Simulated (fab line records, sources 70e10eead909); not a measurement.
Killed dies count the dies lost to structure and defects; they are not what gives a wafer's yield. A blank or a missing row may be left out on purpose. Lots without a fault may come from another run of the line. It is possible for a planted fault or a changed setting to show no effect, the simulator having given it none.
A lot that was struck, set against a sound lot    flow nandHarc    12 out of 1302 route steps
Sound: these wafers, L748.2, L748.3, L748.6. The struck wafers were L754.1, L754.4, L754.5. At the end, the cause is stated.
Per side, at each step with rows, come the tool, then ch with its chambers, and then its first start. Under that, the readings that differ: sound wafers    struck wafers    difference of the means    sigmas: that difference in standard deviations of wafers without a fault.
alike: readings with means less than 2 such deviations apart, plus words and numbers identical on both sides. not compared: withheld readings, readings lacking a value on some wafer, bounds such as >300 that could conceal the same value, and numbers that have no deviation in the record and whose values overlap.
The two part at a step that has a row with sigmas, a row that says differs or no value, or rows on one side only. When numbers do not overlap yet have no deviation, they are printed without sigmas and do not part them. Lack of a reading on every wafer of one side parts them only where that side has two or more wafers.

first, 1 step without rows for these wafers: NHARC_A_SLIT_SRD_20.
NHARC_A_SLIT_CD_MEAS_21:
  sound: cdSem-03 at day 23 10:01; struck: cdSem-01 at day 26 00:10
  alike: cdNm
then, 3 steps without rows for these wafers: NHARC_A_SIN_REMOVE_WET_00 (chemistry H3PO4, time 15300 s); NHARC_A_SIN_REMOVE_PRECLEAN_01 (cleans in SC1); NHARC_A_SIN_REMOVE_SRD_02.
NHARC_A_SIN_REMOVE_INSPECT_04:
  sound: defectInspect-02 at day 23 16:38; struck: defectInspect-01 at day 26 08:44
  alike: rawDefectCount
NHARC_A_WL_FILL_ALD_00: deposits Al2O3, target thk 3 nm, pulse time 3 s, ald cycles 30.
  sound on aldHk-03 ch 0,1,3, day 23 16:43; struck on aldHk-02 ch 0,1, day 26 08:48
  alike: heaterPowerW, precursorPulseHeightRel
NHARC_A_WL_FILL_RTA_01: time 5 s.
  sound on rtpAnneal-02 ch 0, day 23 16:59; struck on rtpAnneal-02 ch 0, day 26 09:04
  alike: lampPowerPct, lamp_zone_4_pct, wafer_temp_C_max
NHARC_A_WL_FILL_ALD_02: deposits TiN, target thk 2 nm, pulse time 3 s, ald cycles 100.
  sound on aldMetal-04 ch 0,1, day 23 17:10; struck on aldMetal-04 ch 1,2, day 26 09:16
  alike: heaterPowerW, precursorPulseHeightRel
NHARC_A_WL_FILL_CVD_03: deposits W, target thk 40 nm, time 279 s.
  sound on cvdW-01 ch 0,1, day 23 17:39; struck on cvdW-01 ch 1, day 26 09:46
  alike: heaterPowerW, mfcH2Sccm, throttleValvePct
NHARC_A_WL_FILL_ETCHBACK_04: etches the open film in NF3, target depth 60 nm, time 120 s.
  sound on rieMetal-03 ch 0,1, day 23 17:58; struck on rieMetal-01 ch 0, day 26 10:05
reading              sound              struck             difference  sigmas
oesProductAu (a.u.)  1.002 0.996 1.001  0.732 0.727 0.729  -0.270      -41
  alike: drypumpMotorCurrentA
  not compared: rfHoursCounterH
NHARC_A_WL_FILL_ETCHBACK_05: etches the open film in Cl2/BCl3, target depth 22 nm, time 60 s.
  sound on rieMetal-03 ch 0,1, day 23 18:13; struck on rieMetal-01 ch 0,1, day 26 10:19
  alike: drypumpMotorCurrentA, oesProductAu
  not compared: rfHoursCounterH

## WHERE THEY PART
Within this record, at NHARC_A_WL_FILL_ETCHBACK_04 only. Later steps at which nothing parts them and some readings are alike: NHARC_A_WL_FILL_ETCHBACK_05.

WHY: what the simulator had put in
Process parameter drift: rieMetal-01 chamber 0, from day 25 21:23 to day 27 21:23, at NHARC_A_WL_FILL_ETCHBACK_04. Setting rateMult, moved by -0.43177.
